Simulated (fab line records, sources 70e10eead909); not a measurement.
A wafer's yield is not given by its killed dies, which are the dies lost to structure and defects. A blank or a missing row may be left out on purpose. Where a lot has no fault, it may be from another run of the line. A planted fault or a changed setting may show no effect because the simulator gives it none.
Chamber matching / flow nandHarc / NHARC_P_CONTACT_CMP_01 on cmp-02 has 4 sister chambers
The step polishes SiO2, target thk 200 nm. 4 wafers are shown with their chamber, then 8 later ones without.

WAFERS WITH THEIR CHAMBER
wafer=L081.5; chamber=1; motorCurrentA (A)=11.5
wafer=L086.1; chamber=0; motorCurrentA (A)=10.0
wafer=L086.2; chamber=2; motorCurrentA (A)=11.1
wafer=L089.2; chamber=3; motorCurrentA (A)=11.2

WAFERS WITHOUT THEIR CHAMBER
wafer=L089.4; motorCurrentA (A)=11.5
wafer=L089.6; motorCurrentA (A)=11.2
wafer=L090.1; motorCurrentA (A)=11.8
wafer=L090.4; motorCurrentA (A)=10.6
wafer=L090.5; motorCurrentA (A)=10.9
wafer=L091.1; motorCurrentA (A)=11.1
wafer=L091.2; motorCurrentA (A)=10.6
wafer=L091.3; motorCurrentA (A)=12.0

WHICH CHAMBER EACH WENT THROUGH
wafer=L089.4; from the rows above=can't be placed: 1 or 3 or 2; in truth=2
wafer=L089.6; from the rows above=can't be placed: 3 or 2 or 1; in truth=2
wafer=L090.1; from the rows above=can't be placed: 1 or 3 or 2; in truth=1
wafer=L090.4; from the rows above=can't be placed: 2 or 0 or 3 or 1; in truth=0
wafer=L090.5; from the rows above=can't be placed: 2 or 3 or 1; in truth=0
wafer=L091.1; from the rows above=can't be placed: 2 or 3 or 1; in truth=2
wafer=L091.2; from the rows above=can't be placed: 2 or 0 or 3 or 1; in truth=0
wafer=L091.3; from the rows above=can't be placed: 1 or 3 or 2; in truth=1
Correct placement for 0 of the 8. Cannot be placed on the basis of these rows: 8; the candidates contain the true chamber in 7. Placed wrongly: 0.
How it was worked out, from the rows above alone: a wafer's distance from a chamber is the root of the sum, over the readings, of the square of ((its reading less the chamber's mean) divided by the reading's scatter). If the next closest chamber is less than 2 further off than the closest, the wafer can't be placed; otherwise it belongs to the closest. A chamber's mean is the mean of its shown wafers. The scatter: with one shown wafer a chamber, the root of the mean of the squares of how far each hidden wafer lies from its nearest shown one.
